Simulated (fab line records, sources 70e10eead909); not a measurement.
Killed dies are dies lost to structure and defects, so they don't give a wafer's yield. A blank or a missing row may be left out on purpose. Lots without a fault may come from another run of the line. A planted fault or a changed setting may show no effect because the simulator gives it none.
fab line records | flow nand_harc | part 2 of 2: steps 4 to 6 of 6
record lots=24 wafers=72 last_day=24
route steps=1159 shown A_CONTACT@902 A_M0@1005
lots that met no fault: from a run of the same line without faults
start_h: hours from the record's first day to the start of the lot's first wafer shown | wait_h: hours since the lot's step before | " the same as in the row above | L1.1+2: a row that stands for several wafers | - no value, or no start given | * or withheld: withheld | < > ~ a bound
route shown NAME@n: a module of which the file shows steps, and the number in the route of the first | usual: mean/standard deviation of fault-free wafers | same: alike in all rows | chamber/n: place in a boat | sites: the reading at each site | _std_site: their standard deviation | _edge_site: outer sites' mean less inner sites' | radius_mm: how far each site lies from the wafer's centre | mask NAME#n: copy n | behind: the tool/chamber that last shaped the wafer | hold: why the lot was held/for how many hours/how that ended | device: the transistor (n, p or np) that didn't switch | end of line: the same wafers' tests at the end of the route | a step without rows: its recipe alone | killed: dies lost to structure and defects at the first sort, not the wafer's yield | map: a wafer's dies, x killed, . not, _ none there
set.NAME: the setting as run; set.NAME@STEP: as run at that earlier step | model.NAME: the simulator's own value behind a step, which no gauge read
steps of the route over a sample of lots; a table a step, a row a wafer
services: from which hour (start_h, from the record's first day; less than 0 if before it) a tool's chamber was out of use, for how many hours, and why
## steps
# step NHARC_A_CONTACT_ETCH_106
# recipe target_depth_a=600 overetch_a=60 time_s=33 ion_energy_ev=100 cf4_flow_sccm=80 o2_flow_sccm=20 ar_flow_sccm=0 rf_w=300 bias_w=100 chemistry=CF4/O2
# usual drypump_motor_current_A=5.80/0.29 oes_o_777_au=1.000/0.0042 oes_product_au=1.000/0.0076 rf_vpp_V=197.7/1.3 showerhead_plenum_p_Torr=1.33/0.056 throttle_valve_pct=13.397/0.009
# columns lot.wafer tool chamber start_h wait_h drypump_motor_current_A oes_o_777_au oes_product_au rf_hours_counter_h rf_vpp_V showerhead_plenum_p_Torr throttle_valve_pct
L075.3 rie_diel-07 0 378.20 0.1 5.80 0.996 1.003 25 197.3 1.28 13.397
L075.2 " 1 " " 5.86 1.002 0.995 31 196.0 1.27 13.395
L075.6 " 0 " " 5.82 0.996 0.999 - 197.7 1.28 13.400
L074.3 rie_diel-11 2 381.89 0.1 5.49 1.006 1.023 4 200.8 1.43 13.397
L074.1 " 0 " " 5.45 1.000 1.012 3 198.1 1.39 13.396
L074.5 " 2 " " 5.47 0.995 1.010 - 199.9 1.43 13.414
L078.2 rie_diel-07 0 389.25 0.1 5.88 0.998 1.000 27 195.1 1.28 13.384
L078.6 " 3 " " 5.54 0.995 0.984 - 197.3 1.35 13.408
L078.5 " 0 " " 5.88 0.992 0.991 - 196.5 1.28 13.392
L076.2 rie_diel-01 2 391.46 0.1 5.72 0.993 0.998 24 196.6 1.28 13.405
L076.1 " 0 " " 6.38 0.999 0.997 19 199.8 1.38 13.397
L076.5 " 2 " " 5.71 1.005 1.000 - 195.4 1.28 13.403
L077.4 rie_diel-11 0 393.32 0.1 5.45 1.002 1.005 6 198.9 1.39 13.401
L077.3 " 3 " " 5.74 1.001 1.001 6 198.0 1.26 13.381
L077.5 " 0 " " 5.45 0.994 1.002 - 198.5 1.39 13.406
L079.1 rie_diel-11 2 407.55 0.1 5.51 1.002 1.001 15 199.3 1.43 13.390
L079.4 " 3 " " 5.74 0.991 1.010 13 196.6 1.25 13.398
L079.6 " 2 " " 5.54 1.001 1.017 - 200.3 1.43 13.391
L080.1 rie_diel-11 1 413.48 0.1 6.41 0.994 1.001 16 198.3 1.35 13.397
L080.2 " 2 " " 5.48 0.997 1.012 17 199.7 1.43 13.412
L080.6 " 0 " " 5.46 1.002 1.006 - 199.2 1.39 13.400
L083.4 rie_diel-07 2 425.83 0.1 5.83 1.007 0.998 2 198.9 1.35 13.405
L083.3 " 1 " " 5.88 0.996 0.994 2 195.4 1.26 13.405
L083.6 " 3 " " 5.57 1.005 0.987 - 198.6 1.35 13.397
L081.1 rie_diel-07 3 431.69 0.1 5.56 0.995 0.995 4 199.3 1.35 13.406
L081.3 " 0 " " 5.88 1.000 1.000 4 195.4 1.27 13.406
L081.6 " 2 " " 5.83 1.004 0.999 - 197.0 1.35 13.392
L082.3 rie_diel-11 3 434.34 0.1 5.73 1.003 1.009 25 195.3 1.25 13.400
L082.6 " 2 " " 5.48 0.996 1.008 - 199.0 1.42 13.405
L082.4 " 3 " " 5.73 1.003 0.998 - 196.9 1.25 13.408
L084.2 rie_diel-11 2 438.82 0.1 5.53 1.001 1.007 28 199.6 1.42 13.401
L084.3 " 3 " " 5.74 1.002 1.012 27 194.4 1.25 13.398
L084.6 " 1 " " 6.40 1.002 0.995 - 197.9 1.35 13.406
L085.3 rie_diel-07 2 440.77 0.1 5.81 1.005 1.001 7 197.6 1.35 13.395
L085.4 " 3 " " 5.55 1.001 0.999 7 198.6 1.35 13.397
L085.1 " 0 " " 5.81 1.007 0.997 6 194.9 1.27 13.379
L087.1 rie_diel-11 0 445.61 0.1 5.46 1.004 1.008 21 200.0 1.39 13.407
L087.3 " 1 " " 6.39 0.990 0.993 29 197.4 1.35 13.396
L087.2 " 3 " " 5.71 0.995 1.001 28 197.0 1.25 13.394
L086.4 rie_diel-07 1 448.22 0.1 5.88 1.009 1.003 8 196.6 1.26 13.402
L086.2 " 3 " " 5.55 0.994 0.998 8 198.8 1.35 13.387
L086.5 " 1 " " 5.86 0.999 1.008 - 196.9 1.26 13.398
L088.2 rie_diel-11 2 468.48 0.1 5.47 1.003 0.996 34 199.2 1.42 13.393
L088.6 " 1 " " 6.40 1.000 0.997 - 198.2 1.35 13.398
L088.5 " 2 " " 5.50 0.999 1.004 - 198.7 1.42 13.416
L090.2 rie_diel-07 2 468.57 0.1 5.83 1.008 1.000 11 198.5 1.35 13.375
L090.4 " 3 " " 5.56 1.006 1.000 12 196.3 1.35 13.392
L090.1 " 0 " " 5.85 1.004 1.006 11 196.5 1.27 13.406
L091.1 rie_diel-11 3 472.99 0.1 5.73 1.004 1.003 35 196.2 1.25 13.400
L091.3 " 1 " " 6.39 1.001 0.989 36 199.6 1.34 13.385
L091.5 " 3 " " 5.72 0.995 1.011 - 195.9 1.25 13.416
L089.4 rie_diel-07 0 476.21 0.1 5.86 1.002 1.006 13 196.9 1.27 13.398
L089.1 " 1 " " 5.86 0.998 1.007 12 197.2 1.26 13.402
L089.5 " 3 " " 5.57 1.002 0.999 - 198.8 1.35 13.387
L092.4 rie_diel-07 0 477.52 0.1 5.87 0.996 1.005 13 196.2 1.27 13.400
L092.1 " 1 " " 5.85 1.004 1.010 12 197.1 1.26 13.391
L092.2 " 2 " " 5.83 1.002 1.007 12 197.4 1.35 13.396
L093.1 rie_diel-11 0 488.94 0.1 5.44 0.997 1.006 35 197.8 1.38 13.388
L093.2 " 1 " " 6.41 1.001 0.995 42 197.7 1.34 13.406
L093.3 " 3 " " 5.76 1.000 1.011 41 196.4 1.25 13.405
L094.1 rie_diel-07 2 488.99 0.1 5.84 0.999 0.994 14 198.3 1.35 13.399
L094.3 " 1 " " 5.88 0.994 1.003 13 197.4 1.26 13.388
L094.5 " 2 " " 5.85 1.005 0.996 - 198.1 1.35 13.381
L097.1 rie_diel-07 0 502.12 0.1 5.86 0.999 0.993 18 196.8 1.27 13.408
L097.2 " 1 " " 5.89 0.998 0.992 16 196.7 1.26 13.409
L097.3 " 2 " " 5.83 1.005 0.996 16 197.5 1.35 13.392
L096.1 rie_diel-01 0 508.03 0.1 6.37 1.002 0.991 3 199.0 1.37 13.382
L096.4 " 3 " " 5.74 0.992 0.999 2 196.1 1.31 13.397
L096.5 " 1 " " 5.89 1.001 0.990 - 199.7 1.43 13.397
L095.2 rie_diel-07 2 510.86 0.1 5.83 0.996 0.998 19 198.2 1.35 13.385
L095.4 " 3 " " 5.55 0.996 0.997 21 197.5 1.34 13.413
L095.5 " 2 " " 5.83 0.998 0.999 - 197.3 1.35 13.405
# step NHARC_A_CONTACT_DEP_85
# recipe target_thk_a=500 target_thk_nm=50 temp_c=400 pressure_torr=3.5 flow_sccm=200 rf_w=350 material=SiON
# usual chamber_pressure_Torr=3.499/0.0073 heater_power_outer_w=457/77 heater_power_w=765/100
# columns lot.wafer tool chamber start_h wait_h chamber_pressure_Torr heater_power_outer_w heater_power_w
L075.2 pecvd-01 1 382.80 0.9 3.504 472 781
L075.3 " 2 " " 3.494 488 844
L075.6 " 0 " " 3.501 379 661
L074.3 pecvd-01 1 384.72 0.7 3.492 515 846
L074.1 " 2 " " 3.510 512 883
L074.5 " 2 " " 3.503 512 893
L078.2 pecvd-01 0 391.16 0.8 3.501 381 673
L078.5 " 1 " " 3.509 442 751
L078.6 " 2 " " 3.494 458 837
L076.2 pecvd-01 1 393.36 0.8 3.507 489 813
L076.1 " 2 " " 3.483 434 771
L076.5 " 2 " " 3.490 424 796
L077.3 pecvd-03 2 395.28 0.7 3.501 378 642
L077.5 " 2 " " 3.504 383 628
L077.4 " 0 " " 3.491 381 669
L079.1 pecvd-03 0 410.03 1.1 3.495 375 657
L079.4 " 2 " " 3.520 451 736
L079.6 " 0 " " 3.491 386 647
L080.1 pecvd-04 1 418.95 1.1 3.493 461 800
L080.2 " 0 " " 3.509 522 824
L080.6 " 1 " " 3.504 452 811
L083.3 pecvd-04 1 427.90 0.7 3.497 365 668
L083.4 " 1 " " 3.495 366 693
L083.6 " 2 " " 3.493 404 677
L081.1 pecvd-04 0 435.35 1.1 3.501 550 848
L081.3 " 1 " " 3.491 405 729
L081.6 " 0 " " 3.495 542 855
L082.3 pecvd-03 2 436.62 0.7 3.505 411 684
L082.4 " 1 " " 3.502 661 1035
L082.6 " 2 " " 3.504 411 669
L084.2 pecvd-04 2 444.41 0.8 3.492 488 791
L084.3 " 1 " " 3.492 436 792
L084.6 " 2 " " 3.504 380 638
L085.3 pecvd-04 0 444.58 0.7 3.491 565 874
L085.1 " 1 " " 3.501 416 762
L085.4 " 0 " " 3.495 570 853
L087.1 pecvd-01 0 447.74 1.1 3.501 335 591
L087.2 " 1 " " 3.489 467 807
L087.3 " 2 " " 3.492 422 792
L086.2 pecvd-04 1 450.12 0.8 3.501 434 782
L086.4 " 1 " " 3.502 431 770
L086.5 " 0 " " 3.503 524 809
L088.2 pecvd-03 0 470.94 0.9 3.498 294 547
L088.6 " 0 " " 3.503 298 555
L088.5 " 1 " " 3.499 541 848
L090.1 pecvd-04 2 471.07 1.1 3.517 458 768
L090.2 " 0 " " 3.504 555 854
L090.4 " 0 " " 3.493 553 845
L091.1 pecvd-01 2 474.96 1.1 3.506 453 818
L091.3 " 0 " " 3.510 393 655
L091.5 " 0 " " 3.502 420 663
L089.1 pecvd-01 0 479.03 1.1 3.501 361 618
L089.5 " 1 " " 3.489 450 755
L089.4 " 2 " " 3.497 454 829
L092.2 pecvd-04 2 482.72 0.9 3.485 409 678
L092.1 " 1 " " 3.508 417 776
L092.4 " 1 " " 3.513 423 767
L093.1 pecvd-03 2 490.86 1.1 3.500 419 700
L093.3 " 0 " " 3.484 360 633
L093.2 " 1 " " 3.502 660 998
L094.1 pecvd-01 0 491.74 1.1 3.507 392 642
L094.3 " 2 " " 3.509 421 783
L094.5 " 2 " " 3.504 417 792
L097.2 pecvd-04 2 504.06 0.9 3.497 448 705
L097.1 " 0 " " 3.497 562 887
L097.3 " 1 " " 3.502 424 791
L096.1 pecvd-01 1 511.99 1.1 3.504 483 780
L096.5 " 0 " " 3.493 343 593
L096.4 " 1 " " 3.505 472 791
L095.2 pecvd-04 2 516.41 0.9 3.492 468 747
L095.5 " 0 " " 3.511 582 910
L095.4 " 2 " " 3.498 470 738
# step NHARC_A_M0_OVL_MEAS_10
# recipe pitch_nm=160
# usual overlay_x_nm=0.1/0.85 overlay_y_nm=0.3/0.88
# columns lot.wafer tool chamber start_h wait_h overlay_x_nm overlay_y_nm
L075.2 overlay-02 - 400.14 - 1.0 0.6
L075.3 " - " " 0.5 1.1
L075.6 " - " " 0.8 0.8
L074.1 overlay-01 - 401.77 - -1.3 1.2
L074.3 " - " " -0.8 0.7
L074.5 " - " " -0.9 1.1
L078.2 overlay-01 - 405.04 - 1.9 0.9
L078.5 " - " " 1.3 0.7
L078.6 " - " " 1.6 0.5
L076.1 overlay-02 - 405.87 - -0.3 -1.0
L076.2 " - " " -0.2 -1.3
L076.5 " - " " -0.8 -0.3
L077.3 overlay-01 - 406.49 - 0.9 1.3
L077.4 " - " " 0.5 1.4
L077.5 " - " " 0.9 1.9
L079.1 overlay-01 - 423.49 - 0.0 -0.7
L079.4 " - " " -0.2 -0.4
L079.6 " - " " 0.6 -0.3
L080.1 overlay-01 - 436.29 - 0.2 -1.5
L080.2 " - " " -0.5 -1.0
L080.6 " - " " 0.1 -0.9
L083.3 overlay-01 - 441.44 - -1.0 1.9
L083.4 " - " " -0.4 1.5
L083.6 " - " " -0.7 1.7
L081.1 overlay-01 - 446.00 - -0.6 0.0
L081.3 " - " " -0.4 -0.6
L081.6 " - " " -0.6 -0.3
L082.3 overlay-02 - 447.30 - -0.4 -0.5
L082.4 " - " " 0.3 -0.1
L082.6 " - " " 0.4 -0.4
L084.2 overlay-02 - 462.52 - 0.4 0.3
L084.3 " - " " 0.2 0.0
L084.6 " - " " -0.2 -0.7
L085.1 overlay-02 - 463.05 - -0.5 0.8
L085.3 " - " " -0.6 0.3
L085.4 " - " " -0.8 0.7
L087.1 overlay-01 - 468.74 - 0.6 0.4
L087.2 " - " " 0.7 -0.3
L087.3 " - " " 0.0 0.0
L086.2 overlay-01 - 470.55 - 0.9 0.8
L086.4 " - " " 1.0 0.8
L086.5 " - " " -0.1 1.2
L088.2 overlay-01 - 482.64 - -1.5 1.6
L088.5 " - " " -1.5 1.8
L088.6 " - " " -1.6 2.3
L090.1 overlay-02 - 491.18 - -0.5 0.8
L090.2 " - " " -0.1 0.9
L090.4 " - " " -0.2 0.7
L091.1 overlay-01 - 493.80 - 0.3 -0.2
L091.3 " - " " 0.7 0.2
L091.5 " - " " 1.0 0.4
L089.1 overlay-02 - 497.01 - 1.4 1.9
L089.4 " - " " 1.8 1.3
L089.5 " - " " 1.5 1.0
L092.1 overlay-02 - 501.46 - 0.2 -1.2
L092.2 " - " " -0.6 -0.6
L092.4 " - " " 0.0 -0.4
L093.1 overlay-01 - 505.23 - 1.3 -0.7
L093.2 " - " " 1.7 -0.9
L093.3 " - " " 1.8 -0.3
L094.1 overlay-02 - 505.40 - -1.2 0.1
L094.3 " - " " -0.4 -0.4
L094.5 " - " " -0.6 -0.2
L097.1 overlay-01 - 515.06 - 0.0 0.2
L097.2 " - " " 0.2 0.3
L097.3 " - " " -0.6 0.2
L096.1 overlay-02 - 526.76 - 1.3 1.0
L096.4 " - " " 1.5 0.5
L096.5 " - " " 1.3 1.1
L095.2 overlay-02 - 538.01 - 0.3 -0.1
L095.4 " - " " 0.8 0.2
L095.5 " - " " 0.0 -0.1
## services
# columns tool chamber start_h hours kind
rie_diel-07 0 359.73 - clean
rie_diel-07 1 359.73 - clean
rie_diel-07 2 359.73 - clean
rie_diel-07 3 359.73 - clean
rie_diel-07 2 365.86 2.6 repair
rie_diel-11 - 366.50 9.0 pm
pecvd-04 1 366.56 3.1 repair
pecvd-04 - 376.21 13.0 pm
rie_diel-07 0 384.24 - clean
rie_diel-07 1 384.24 - clean
rie_diel-07 2 384.24 - clean
rie_diel-07 3 384.24 - clean
rie_diel-11 0 386.54 1.2 repair
rie_diel-01 - 405.05 9.7 repair
rie_diel-07 - 405.20 9.0 pm
rie_diel-07 0 405.20 9.0 vent_cycle
rie_diel-07 1 405.20 9.0 vent_cycle
pecvd-01 - 418.18 13.0 pm
rie_diel-11 0 424.89 9.5 repair
rie_diel-01 1 438.10 3.6 repair
rie_diel-07 1 456.38 4.5 repair
pecvd-03 - 473.36 13.0 pm
rie_diel-01 - 491.99 9.0 pm
pecvd-03 - 505.78 0.6 repair
